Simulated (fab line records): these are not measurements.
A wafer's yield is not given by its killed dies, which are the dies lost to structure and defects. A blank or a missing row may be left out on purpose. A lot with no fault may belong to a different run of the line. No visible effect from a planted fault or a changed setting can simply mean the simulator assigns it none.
Chamber matching | flow n5_finfet | cmp-02 running N5_MOL_CONTACT_COAG_CMP_52: 4 sister chambers
The step polishes, stops on SiO2, t overpolish 1.5 s, target thk 66.5 nm. 4 wafers are shown with their chamber, then 8 later ones without.

## WAFERS, EACH WITH ITS CHAMBER
wafer  | chamber | motor_current_A (A)
L086.4 | 2       | 8.9
L088.1 | 0       | 11.6
L088.5 | 1       | 10.0
L090.1 | 3       | 13.7

## WAFERS WITHOUT THEIR CHAMBER
wafer  | motor_current_A (A)
L090.2 | 9.0
L090.4 | 11.8
L092.1 | 13.6
L092.2 | 11.7
L092.3 | 10.6
L094.2 | 9.0
L094.3 | 10.8
L094.4 | 13.9

## THE CHAMBER EACH PASSED THROUGH
wafer  | from the rows above     | in truth
L090.2 | 2                       | 2
L090.4 | 0                       | 0
L092.1 | 3                       | 3
L092.2 | 0                       | 0
L092.3 | can't be placed: 1 or 0 | 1
L094.2 | 2                       | 2
L094.3 | can't be placed: 0 or 1 | 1
L094.4 | 3                       | 3
Correct placement for 6 of the 8. Unplaceable from these rows: 2, with the true chamber sitting among the candidates in 2. 0 placed wrongly.
How it was worked out, from the rows above alone: a wafer's distance from a chamber is the root of the sum, over the readings, of the square of ((its reading less the chamber's mean) divided by the reading's scatter). The wafer belongs to the nearest chamber; if the next one is less than 2 further off, it can't be placed. For every chamber, the mean is computed from those of its wafers that are shown. The scatter: with one shown wafer a chamber, the root of the mean of the squares of how far each hidden wafer lies from its nearest shown one.
